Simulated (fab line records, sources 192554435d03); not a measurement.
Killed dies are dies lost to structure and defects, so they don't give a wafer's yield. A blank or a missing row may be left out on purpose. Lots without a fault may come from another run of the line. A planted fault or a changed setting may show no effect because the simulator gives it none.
Chamber matching | flow n5_finfet | N5_GATE_CUT_ETCH_19 on rie_diel-04: 4 sister chambers
The step etches SiNx in CH3F/O2, target depth 53.7 nm, time 76.7 s. 20 wafers are shown with their chamber, then 10 later ones without.

WAFERS WITH THEIR CHAMBER
wafer  | chamber | drypump_motor_current_A (A) | rf_vpp_V (V) | showerhead_plenum_p_Torr (Torr)
L075.2 | 1       | 5.8                         | 299          | 2.12
L075.3 | 2       | 5.5                         | 299          | 1.89
L075.4 | 3       | 5.7                         | 297          | 1.89
L076.1 | 2       | 5.6                         | 298          | 1.89
L076.2 | 0       | 5.1                         | 290          | 2.01
L076.5 | 3       | 5.7                         | 294          | 1.89
L077.1 | 1       | 5.9                         | 299          | 2.12
L077.2 | 3       | 5.7                         | 295          | 1.89
L077.3 | 0       | 5.1                         | 289          | 2.01
L081.1 | 1       | 5.8                         | 300          | 2.12
L081.3 | 0       | 5.1                         | 289          | 2.01
L081.6 | 0       | 5.1                         | 290          | 2.01
L082.2 | 3       | 5.7                         | 295          | 1.89
L082.3 | 0       | 5.1                         | 289          | 2.01
L082.5 | 3       | 5.7                         | 296          | 1.89
L084.2 | 2       | 5.6                         | 304          | 2.14
L084.3 | 0       | 5.1                         | 291          | 2.01
L084.6 | 0       | 5.1                         | 290          | 2.01
L086.3 | 1       | 5.9                         | 298          | 2.12
L086.5 | 0       | 5.1                         | 288          | 2.01

SIGNATURES (means of the wafers above)
reading                  | chamber 0 | chamber 1 | chamber 2 | chamber 3 | scatter within a chamber
drypump_motor_current_A  | 5.100     | 5.850     | 5.567     | 5.700     | 0.0323
rf_vpp_V                 | 289.50    | 299.00    | 300.33    | 295.40    | 1.45
showerhead_plenum_p_Torr | 2.0100    | 2.1200    | 1.9733    | 1.8900    | 0.051
Rule: a wafer's distance from a chamber is the root of the sum, over the readings, of the square of ((its reading less the chamber's mean) divided by the reading's scatter). The wafer belongs to the nearest chamber; if the next one is less than 2 further off, it can't be placed. The scatter: the root of (the sum of the squares of (reading less its chamber's mean) over the shown wafers, divided by (wafers less chambers)).

WAFERS WITHOUT THEIR CHAMBER
wafer  | drypump_motor_current_A (A) | rf_vpp_V (V) | showerhead_plenum_p_Torr (Torr)
L086.6 | 5.9                         | 299          | 2.12
L087.3 | 5.7                         | 296          | 1.89
L087.4 | 5.9                         | 298          | 2.12
L087.5 | 5.1                         | 290          | 2.00
L093.1 | 5.8                         | 298          | 2.11
L093.2 | 5.1                         | 289          | 2.00
L093.5 | 5.1                         | 290          | 2.00
L094.1 | 5.9                         | 299          | 2.11
L094.2 | 5.6                         | 304          | 2.13
L094.4 | 5.7                         | 300          | 2.13

WHICH CHAMBER EACH WENT THROUGH
wafer  | from the rows above          | in truth
L086.6 | 1                            | 1
L087.3 | 3                            | 3
L087.4 | 1                            | 1
L087.5 | 0                            | 0
L093.1 | 1                            | 1
L093.2 | 0                            | 0
L093.5 | 0                            | 0
L094.1 | 1                            | 1
L094.2 | 2                            | 2
L094.4 | can't be placed: 1 or 2 or 3 | 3
Placed correctly: 9 of 10. Can't be placed from these rows: 1 (the true chamber is among the candidates in 1). Placed wrongly: 0.
